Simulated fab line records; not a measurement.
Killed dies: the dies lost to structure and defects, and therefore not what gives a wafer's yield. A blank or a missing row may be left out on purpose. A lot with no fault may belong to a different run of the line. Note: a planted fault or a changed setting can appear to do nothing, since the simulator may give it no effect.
The tool behind it: which one?	flow n5Finfet	24 lots with 72 wafers sampled at 3 steps, on a route of 1938 steps

## WHAT THE GAUGES READ, wafer by wafer
N5_BEOL_M10_CD_MEAS_11: target cd 64.1 nm.
lot	measured	on	cdNm (nm)
L074	day 9 11:46	cdSem-02	64.2 64.5 65.1
L076	day 9 17:54	cdSem-02	63.1 62.9 63.2
L075	day 10 05:23	cdSem-02	64.4 64.2 63.8
L077	day 10 19:38	cdSem-02	64.8 65.0 64.3
L079	day 11 02:05	cdSem-03	63.9 64.1 63.2
L081	day 11 07:06	cdSem-02	63.7 64.5 63.8
L078	day 11 07:16	cdSem-01	64.8 63.5 64.2
L080	day 11 08:35	cdSem-02	64.2 64.3 64.8
L082	day 11 11:37	cdSem-03	64.5 64.1 63.4
L083	day 12 05:52	cdSem-03	64.4 64.5 63.8
L084	day 12 06:16	cdSem-02	64.0 64.3 63.7
L085	day 12 14:20	cdSem-02	65.2 64.3 64.9
L086	day 13 01:55	cdSem-01	64.1 64.3 63.5
L088	day 13 06:07	cdSem-03	64.7 63.7 63.5
L087	day 13 07:38	cdSem-03	64.0 64.6 63.7
L089	day 13 21:03	cdSem-01	63.4 63.7 64.5
L092	day 14 01:25	cdSem-01	64.9 64.0 64.7
L091	day 14 01:41	cdSem-02	63.7 64.3 63.2
L090	day 14 02:10	cdSem-02	64.0 64.4 64.7
L093	day 14 09:14	cdSem-01	64.7 64.4 65.1
L094	day 14 17:57	cdSem-01	64.1 64.3 63.5
L095	day 14 22:20	cdSem-02	64.6 64.5 65.0
L096	day 15 18:01	cdSem-01	64.0 63.4 63.6
L097	day 15 18:29	cdSem-03	64.4 64.9 65.3

N5_BEOL_M10_OVL_MEAS_29.
lot	measured	on	V9_OVL (nm)
L074	day 9 12:46	overlay-01	-0.9 -0.8 -0.9
L076	day 9 23:06	overlay-01	0.3 0.2 -0.2
L075	day 10 06:20	overlay-01	0.4 0.5 0.4
L077	day 11 00:23	overlay-01	-0.6 -0.9 0.8
L079	day 11 03:04	overlay-02	0.3 0.3 0.5
L081	day 11 08:20	overlay-01	-0.5 0.1 0.2
L078	day 11 08:31	overlay-02	-2.8 -0.3 -2.0
L080	day 11 09:58	overlay-01	1.7 1.3 0.6
L082	day 11 13:08	overlay-02	-0.6 -0.8 0.1
L083	day 12 08:06	overlay-01	0.6 0.7 -0.4
L084	day 12 08:16	overlay-01	-1.9 -1.0 -1.9
L085	day 12 16:35	overlay-01	-0.6 -2.1 -0.4
L086	day 13 05:19	overlay-01	-0.6 -0.3 0.6
L088	day 13 07:09	overlay-01	-1.4 -0.3 0.0
L087	day 13 08:41	overlay-01	0.2 -1.4 -0.4
L089	day 13 22:04	overlay-01	-0.1 1.1 -0.4
L092	day 14 02:55	overlay-01	-0.1 0.4 0.5
L091	day 14 03:05	overlay-02	0.4 0.6 -0.5
L090	day 14 03:16	overlay-01	0.8 0.5 -0.8
L093	day 14 13:28	overlay-02	-0.2 -0.7 -0.7
L094	day 14 21:41	overlay-01	0.1 0.0 0.4
L095	day 14 23:58	overlay-01	-0.3 -1.2 -2.3
L096	day 15 21:27	overlay-01	-0.1 -0.4 -0.2
L097	day 15 21:58	overlay-01	-1.0 -0.9 -1.4

## WHICH TOOL RAN EACH LOT (tool, then ch and the chambers of the sampled wafers, then the start)
lot	N5_BEOL_M10_STRIP_67
L074	rieDiel-05 ch 1,3, day 9 12:05
L076	rieDiel-03 ch 1,2,3, day 9 18:20
L075	rieDiel-05 ch 1,3, day 10 05:43
L077	rieDiel-03 ch 0,1,2, day 10 20:14
L079	rieDiel-05 ch 0,1,3, day 11 02:24
L081	rieDiel-05 ch 2,3, day 11 07:25
L078	rieDiel-05 ch 0,1, day 11 07:40
L080	rieDiel-06 ch 1,2, day 11 09:11
L082	rieDiel-06 ch 1,2, day 11 11:56
L083	rieDiel-05 ch 0,1,3, day 12 06:11
L084	rieDiel-03 ch 1,2,3, day 12 06:35
L085	rieDiel-03 ch 0,1,2, day 12 14:40
L086	rieDiel-03 ch 1,2,3, day 13 02:22
L088	rieDiel-06 ch 0,2,3, day 13 06:29
L087	rieDiel-06 ch 0,2,3, day 13 08:01
L089	rieDiel-03 ch 2,3, day 13 21:23
L092	rieDiel-06 ch 0,1,2, day 14 01:44
L091	rieDiel-03 ch 1,2, day 14 02:02
L090	rieDiel-05 ch 1,2,3, day 14 02:29
L093	rieDiel-03 ch 0,1, day 14 09:33
L094	rieDiel-03 ch 0,2,3, day 14 18:18
L095	rieDiel-05 ch 0,1,2, day 14 22:50
L096	rieDiel-05 ch 1,2,3, day 15 18:20
L097	rieDiel-03 ch 0,2, day 15 18:48
- N5_BEOL_M10_STRIP_67: strips in CF4.

## AS READ BY THE TOOLS THEMSELVES (means over the sampled wafers that have a number; for cases with no such wafer, the mark the record gives instead)
N5_BEOL_M10_STRIP_67.
lot	tool	chamberPressureMTorr (mTorr)	drypumpMotorCurrentA (A)	oesProductAu (a.u.)	rfVppV (V)	showerheadPlenumPTorr (Torr)	throttleValvePct (%)
L074	rieDiel-05	49.98	5.2	0.77	270.8	1.77	13.60
L076	rieDiel-03	49.98	5.7	0.84	271.0	1.76	13.52
L075	rieDiel-05	50.01	5.2	0.82	271.4	1.76	13.58
L077	rieDiel-03	49.96	5.9	0.80	269.8	1.75	13.60
L079	rieDiel-05	49.97	5.4	0.76	270.5	1.76	13.67
L081	rieDiel-05	49.98	5.3	0.82	271.6	1.78	13.50
L078	rieDiel-05	50.04	5.5	0.70	271.1	1.77	13.73
L080	rieDiel-06	49.98	5.5	0.85	272.8	1.87	13.36
L082	rieDiel-06	49.99	5.5	0.85	272.6	1.87	13.35
L083	rieDiel-05	49.98	5.4	0.75	270.4	1.76	13.68
L084	rieDiel-03	49.99	5.7	0.81	270.1	1.76	13.57
L085	rieDiel-03	49.98	5.9	0.79	270.2	1.75	13.62
L086	rieDiel-03	50.03	5.7	0.80	270.0	1.76	13.58
L088	rieDiel-06	49.97	5.7	0.83	270.9	1.81	13.47
L087	rieDiel-06	49.99	5.7	0.83	271.9	1.81	13.46
L089	rieDiel-03	49.98	6.0	0.74	269.4	1.71	13.64
L092	rieDiel-06	49.98	5.3	0.84	272.6	1.84	13.39
L091	rieDiel-03	50.05	5.6	0.81	272.0	1.78	13.62
L090	rieDiel-05	50.00	5.3	0.75	270.8	1.78	13.59
L093	rieDiel-03	49.97	5.8	0.79	270.7	1.75	13.65
L094	rieDiel-03	50.02	6.0	0.76	270.0	1.72	13.64
L095	rieDiel-05	49.97	5.5	0.69	270.1	1.78	13.67
L096	rieDiel-05	49.98	5.4	0.73	271.1	1.77	13.64
L097	rieDiel-03	49.98	6.2	0.71	268.9	1.70	13.71

## THE ANSWER, worked out from the rows above alone
Rule: the lots themselves supply what counts as usual. The widest of any qualifying gaps counts: lots, ordered by their means at a reading, are off when they make up no more than a third of the lots, leave a main group of 4 or more, and stand apart from it by 3 or more times the standard deviation of that group's means. The tables above print the reading to a certain number of digits; a main group whose means all agree to those digits is not used. Also off: a lot with no number at a reading for which 4 or more lots have one. Any other lot the step has rows for is counted as sound. After the gauges, taken in route order, come the tools' own readings; for these a lot's mean is taken, as printed above. The first step at which some lot is off is used, and at that step the reading that is off furthest; a lot without a number counts as furthest.
Nothing can be told from this: no lot is off at any reading shown.

## WHAT WAS PUT IN BY THE SIMULATOR
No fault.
